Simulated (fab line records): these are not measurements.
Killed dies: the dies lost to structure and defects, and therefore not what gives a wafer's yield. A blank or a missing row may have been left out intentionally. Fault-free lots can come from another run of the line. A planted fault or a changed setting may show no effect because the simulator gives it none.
Struck lot and sound lot, side by side / flow nandHarc / 14 steps out of a route of 1302
Sound: wafers L924.2, L924.3, L924.6. Struck: wafers L941.2, L941.3, L941.4. The cause is named last.
At each step with rows: each side's tool, then ch and its chambers, then its first start. Under that, the readings that differ: sound wafers / struck wafers / difference of the means / sigmas: that difference in standard deviations of wafers without a fault.
alike: words and numbers the same on both sides, and readings whose means are apart by under 2 such deviations; not compared: readings that were withheld, readings missing a value for some wafer, numbers with overlapping values and no deviation given by the record, and bounds like >300 which may hide the same value.
A row with sigmas, a row that says differs or no value, or rows on one side alone: a step with any of these is where the two part. Numbers that don't overlap but have no deviation are shown without sigmas and don't part them. A reading missing from all wafers of one side parts the sides only when that side holds two or more wafers.

NHARC_P_GATE_ETCH_114: etches the open film in CF4/O2, target depth 30 nm, overetch 3 nm, time 16.5 s.
  sound on rieDiel-12 ch 0,1,3; struck on rieDiel-03 ch 1,2,3
  alike: drypumpMotorCurrentA, oes_f_703_au, oesProductAu, rfVppV, showerheadPlenumPTorr, throttleValvePct
  not compared: rfHoursCounterH
NHARC_P_GATE_ETCH_32: etches the open film in HBr/Cl2, target depth 150 nm, time 100.1 s.
  sound on rieSi-04 ch 0,2,3, day 7 12:13; struck on rieSi-04 ch 0,1,3, day 14 15:11
  alike: drypumpMotorCurrentA, oesProductAu, throttleValvePct
  not compared: rfHoursCounterH
NHARC_P_GATE_STRIP_108: strips in O2.
  sound on rieDiel-03 ch 0,2,3, day 7 12:23; struck on rieDiel-03 ch 0,2,3, day 14 15:22
  alike: drypumpMotorCurrentA, oesProductAu, rfVppV, showerheadPlenumPTorr, throttleValvePct
  not compared: rfHoursCounterH
NHARC_P_GATE_CD_MEAS_33:
  sound on cdSem-03 at day 7 12:32; struck on cdSem-03 at day 14 15:33
  alike: cdNm
then, 4 steps without rows for these wafers: NHARC_P_GATE_STRIP_35 (strips in SPM, time 600 s); NHARC_P_GATE_PRECLEAN_73 (cleans in SC1); NHARC_P_GATE_SRD_74; NHARC_P_GATE_ALD_36 (deposits SiNx, target thk 20 nm, pulse time 60 s, ald cycles 223).
NHARC_P_GATE_ETCHBACK_37: etches the open film in CHF3/O2, target depth 34.5 nm, time 17.2 s.
  sound on rieDiel-03 ch 0,1; struck on rieDiel-03 ch 0,2,3
  alike: drypumpMotorCurrentA, oesProductAu, rfVppV, showerheadPlenumPTorr, throttleValvePct
  not compared: rfHoursCounterH
NHARC_P_GATE_STRIP_101: strips in O2, time 20 s.
  sound on rieDiel-03 ch 0,3, day 7 22:36; struck on rieDiel-03 ch 0,1,2, day 15 03:44
  alike: drypumpMotorCurrentA, oesProductAu, rfVppV, showerheadPlenumPTorr, throttleValvePct
  not compared: rfHoursCounterH
then, 2 steps without rows for these wafers: NHARC_P_GATE_PRECLEAN_97 (cleans in SPM, time 600 s); NHARC_P_GATE_SRD_98.
NHARC_P_GATE_PRECLEAN_99: cleans in SC1.
  sound on wetBench-05 ch 3,5,7, day 7 22:46; struck on wetBench-05 ch 1,4,6, day 15 03:53
  alike: diwFlowMLMin
  not compared: runLengthS
after that, 1 step had no rows for these wafers: NHARC_P_GATE_SRD_100.

WHERE THEY PART
Nowhere in this record.

WHY: what the simulator had put in
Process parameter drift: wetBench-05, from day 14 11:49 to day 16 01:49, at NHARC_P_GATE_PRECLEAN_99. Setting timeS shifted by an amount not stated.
